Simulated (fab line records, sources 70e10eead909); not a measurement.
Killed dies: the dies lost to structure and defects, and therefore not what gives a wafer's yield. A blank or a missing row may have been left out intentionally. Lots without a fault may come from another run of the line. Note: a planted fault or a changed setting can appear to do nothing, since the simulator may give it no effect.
Which tool is to blame? + flow nand-harc + 12 lots, 36 wafers sampled, at 4 steps of a route of 1159

## WHAT THE GAUGES SHOWED, per wafer
Not one reading of a measure or inspect step in the record can be checked against a usual standard deviation.

## EACH LOT AND THE TOOL THAT RAN IT (in order: tool; ch and the chambers of the sampled wafers; start)
| lot  | NHARC_A_STAIRCASE_ETCH_230                    | NHARC_A_STAIRCASE_ETCH_234                    | NHARC_A_STAIRCASE_TRIM_235         | NHARC_A_STAIRCASE_ETCH_236     |
|------|-----------------------------------------------|-----------------------------------------------|------------------------------------|--------------------------------|
| L923 | rie-diel-06 ch 1,3, day 11 00:29 or earlier   | rie-diel-06 ch 0,1, day 11 00:29 or earlier   | rie-diel-06 ch 1,2,3, day 11 00:29 | rie-diel-06 ch 0,2,3, no start |
| L924 | rie-diel-06 ch 1,3, day 11 17:22 or earlier   | rie-diel-06 ch 0,2,3, day 11 17:22 or earlier | rie-diel-06 ch 0,1,3, day 11 17:22 | rie-diel-06 ch 0,1,3, no start |
| L925 | rie-diel-06 ch 2,3, day 11 23:41 or earlier   | rie-diel-06 ch 0,1,2, day 11 23:41 or earlier | rie-diel-06 ch 0,3, day 11 23:41   | rie-diel-06 ch 0,3, no start   |
| L928 | rie-diel-08 ch 0,2,3, day 12 21:23 or earlier | rie-diel-08 ch 2,3, day 12 21:23 or earlier   | rie-diel-08 ch 1,2,3, day 12 21:23 | rie-diel-08 ch 0,1, no start   |
| L935 | rie-diel-06 ch 0,1,2, day 14 07:31 or earlier | rie-diel-06 ch 0,2,3, day 14 07:31 or earlier | rie-diel-06 ch 0,1,3, day 14 07:31 | rie-diel-06 ch 0,3, no start   |
| L934 | rie-diel-06 ch 0,2,3, day 14 08:37 or earlier | rie-diel-06 ch 1,3, day 14 08:37 or earlier   | rie-diel-06 ch 1,2,3, day 14 08:37 | rie-diel-06 ch 1,3, no start   |
| L938 | rie-diel-08 ch 0,1,2, day 15 06:28 or earlier | rie-diel-08 ch 1,2,3, day 15 06:28 or earlier | rie-diel-08 ch 0,1,2, day 15 06:28 | rie-diel-08 ch 0,1,3, no start |
| L939 | rie-diel-12 ch 0,2,3, day 15 07:16 or earlier | rie-diel-12 ch 2,3, day 15 07:16 or earlier   | rie-diel-12 ch 0,3, day 15 07:16   | rie-diel-12 ch 1,2, no start   |
| L940 | rie-diel-08 ch 0,2,3, day 15 14:31 or earlier | rie-diel-08 ch 0,1, day 15 14:31 or earlier   | rie-diel-08 ch 0,3, day 15 14:31   | rie-diel-08 ch 0,1, no start   |
| L941 | rie-diel-08 ch 1,3, day 15 19:52 or earlier   | rie-diel-08 ch 0,1,3, day 15 19:52 or earlier | rie-diel-08 ch 0,1,2, day 15 19:52 | rie-diel-08 ch 0,2,3, no start |
| L944 | rie-diel-12 ch 2,3, day 16 07:17 or earlier   | rie-diel-12 ch 0,1, day 16 07:17 or earlier   | rie-diel-12 ch 1,2, day 16 07:17   | rie-diel-12 ch 0,1,2, no start |
| L946 | rie-diel-08 ch 0,2,3, day 16 15:59 or earlier | rie-diel-08 ch 0,2,3, day 16 15:59 or earlier | rie-diel-08 ch 0,1,2, day 16 15:59 | rie-diel-08 ch 1,2,3, no start |
- NHARC_A_STAIRCASE_ETCH_230: etches the open film in C4F8/O2, target depth 100 nm, time 40.5 s.
- NHARC_A_STAIRCASE_ETCH_234: etches the open film in C4F8/O2, target depth 100 nm, time 40.5 s.
- NHARC_A_STAIRCASE_TRIM_235: chemistry O2, time 211.2 s.
- NHARC_A_STAIRCASE_ETCH_236: etches the open film in C4F8/O2, target depth 100 nm, time 40.5 s.

## AS READ BY THE TOOLS THEMSELVES (means over the sampled wafers that have a number; for cases with no such wafer, the mark the record gives instead)
NHARC_A_STAIRCASE_ETCH_230. Usual: oes-product-au 0.942 a.u., standard deviation 0.014; rf-vpp-V 896 V, standard deviation 6.2.
| lot  | tool        | oes-product-au (a.u.) | rf-vpp-V (V) | flag |
|------|-------------|-----------------------|--------------|------|
| L923 | rie-diel-06 | 0.941                 | 899          |      |
| L924 | rie-diel-06 | 0.945                 | 899          |      |
| L925 | rie-diel-06 | 0.941                 | 904          |      |
| L928 | rie-diel-08 | 0.935                 | 892          |      |
| L935 | rie-diel-06 | 0.940                 | 896          |      |
| L934 | rie-diel-06 | 0.970                 | 901          |      |
| L938 | rie-diel-08 | 0.947                 | 894          |      |
| L939 | rie-diel-12 | 0.938                 | 896          |      |
| L940 | rie-diel-08 | 0.976                 | 891          |      |
| L941 | rie-diel-08 | 0.940                 | 893          |      |
| L944 | rie-diel-12 | 0.953                 | 893          |      |
| L946 | rie-diel-08 | 0.940                 | 892          |      |

NHARC_A_STAIRCASE_ETCH_234. Usual: oes-product-au 0.943 a.u., standard deviation 0.0087; rf-vpp-V 896 V, standard deviation 6.
| lot  | tool        | oes-product-au (a.u.) | rf-vpp-V (V) | flag |
|------|-------------|-----------------------|--------------|------|
| L923 | rie-diel-06 | 0.944                 | 895          |      |
| L924 | rie-diel-06 | 0.948                 | 902          |      |
| L925 | rie-diel-06 | 0.939                 | 896          |      |
| L928 | rie-diel-08 | 0.942                 | 888          |      |
| L935 | rie-diel-06 | 0.926                 | 901          |      |
| L934 | rie-diel-06 | 0.939                 | 894          |      |
| L938 | rie-diel-08 | 0.947                 | 891          |      |
| L939 | rie-diel-12 | 0.944                 | 894          |      |
| L940 | rie-diel-08 | 0.935                 | 897          |      |
| L941 | rie-diel-08 | 0.940                 | 895          |      |
| L944 | rie-diel-12 | 0.957                 | 896          |      |
| L946 | rie-diel-08 | 0.942                 | 892          |      |

NHARC_A_STAIRCASE_TRIM_235. Usual: drypump-motor-current-A 5.8 A, standard deviation 0.37; oes-product-au 0.999 a.u., standard deviation 0.0083; rf-vpp-V 57.8 V, standard deviation 0.96; run-length-s 232.5 s, standard deviation 0.42; showerhead-plenum-p-Torr 3.53 Torr, standard deviation 0.17; throttle-valve-pct 17.037 %, standard deviation 0.0091.
| lot  | tool        | drypump-motor-current-A (A) | oes-product-au (a.u.) | rf-vpp-V (V) | run-length-s (s) | showerhead-plenum-p-Torr (Torr) | throttle-valve-pct (%) | flag |
|------|-------------|-----------------------------|-----------------------|--------------|------------------|---------------------------------|------------------------|------|
| L923 | rie-diel-06 | 5.9                         | 0.996                 | 59.0         | 232.6            | 3.60                            | 17.043                 |      |
| L924 | rie-diel-06 | 5.8                         | 0.997                 | 57.3         | 232.3            | 3.55                            | 17.025                 |      |
| L925 | rie-diel-06 | 5.6                         | 0.993                 | 57.7         | 232.3            | 3.64                            | 17.034                 |      |
| L928 | rie-diel-08 | 5.4                         | 1.006                 | 57.5         | 232.2            | 3.39                            | 17.037                 |      |
| L935 | rie-diel-06 | 5.8                         | 0.992                 | 58.2         | 166.7            | 3.54                            | 17.033                 | OFF  |
| L934 | rie-diel-06 | 5.9                         | 0.990                 | 57.2         | 167.2            | 3.58                            | 17.040                 | OFF  |
| L938 | rie-diel-08 | 5.8                         | 1.003                 | 57.6         | 232.3            | 3.48                            | 17.030                 |      |
| L939 | rie-diel-12 | 5.8                         | 1.004                 | 56.9         | 232.4            | 3.58                            | 17.040                 |      |
| L940 | rie-diel-08 | 5.6                         | 0.996                 | 58.4         | 232.5            | 3.54                            | 17.041                 |      |
| L941 | rie-diel-08 | 5.8                         | 1.012                 | 58.2         | 232.3            | 3.48                            | 17.033                 |      |
| L944 | rie-diel-12 | 5.5                         | 0.996                 | 57.8         | 232.4            | 3.40                            | 17.036                 |      |
| L946 | rie-diel-08 | 5.8                         | 1.003                 | 57.4         | 232.2            | 3.48                            | 17.020                 |      |

NHARC_A_STAIRCASE_ETCH_236. Usual: oes-product-au 0.943 a.u., standard deviation 0.009; rf-vpp-V 896 V, standard deviation 6.1.
| lot  | tool        | oes-product-au (a.u.) | rf-vpp-V (V) | flag |
|------|-------------|-----------------------|--------------|------|
| L923 | rie-diel-06 | 0.941                 | 901          |      |
| L924 | rie-diel-06 | 0.942                 | 897          |      |
| L925 | rie-diel-06 | 0.930                 | 901          |      |
| L928 | rie-diel-08 | 0.945                 | 898          |      |
| L935 | rie-diel-06 | 0.944                 | 903          |      |
| L934 | rie-diel-06 | 0.951                 | 892          |      |
| L938 | rie-diel-08 | 0.947                 | 895          |      |
| L939 | rie-diel-12 | 0.933                 | 891          |      |
| L940 | rie-diel-08 | 0.928                 | 898          |      |
| L941 | rie-diel-08 | 0.946                 | 893          |      |
| L944 | rie-diel-12 | 0.946                 | 895          |      |
| L946 | rie-diel-08 | 0.952                 | 890          |      |

## THE ANSWER, worked out from the rows above alone
Rule: a lot counts as off when the mean over its wafers that have a number is more than 3 standard deviations away from the usual mean. A lot without any number at a reading at which 4 lots or more have one is off too. All remaining lots with rows at the step are treated as sound. Order of review: gauges by route order, followed by the tools' own readings, for which a lot's mean as printed above is used. At the first step where some lot is off, the reading lying furthest off is the one used; lots without a number count as furthest.
Off, at NHARC_A_STAIRCASE_TRIM_235 on run-length-s: L935, L934.
If a tool, at that step or one of the process steps before it, ran each lot that is off and ran no sound lot following the first of them, it fits. NHARC_A_STAIRCASE_ETCH_230 gives no start for some lots, so the hours and the order of its lots are those of NHARC_A_STAIRCASE_TRIM_235. NHARC_A_STAIRCASE_ETCH_234 gives no start for some lots, so the hours and the order of its lots are those of NHARC_A_STAIRCASE_TRIM_235. One fits: rie-diel-06 at NHARC_A_STAIRCASE_ETCH_230 and NHARC_A_STAIRCASE_ETCH_234 and NHARC_A_STAIRCASE_TRIM_235. At NHARC_A_STAIRCASE_ETCH_230 its last sound lot is L925 (day 11 23:41), its first lot that is off L935 (day 14 07:31): a fault that began between those two fits.

## WHAT THE SIMULATOR HAD PUT IN
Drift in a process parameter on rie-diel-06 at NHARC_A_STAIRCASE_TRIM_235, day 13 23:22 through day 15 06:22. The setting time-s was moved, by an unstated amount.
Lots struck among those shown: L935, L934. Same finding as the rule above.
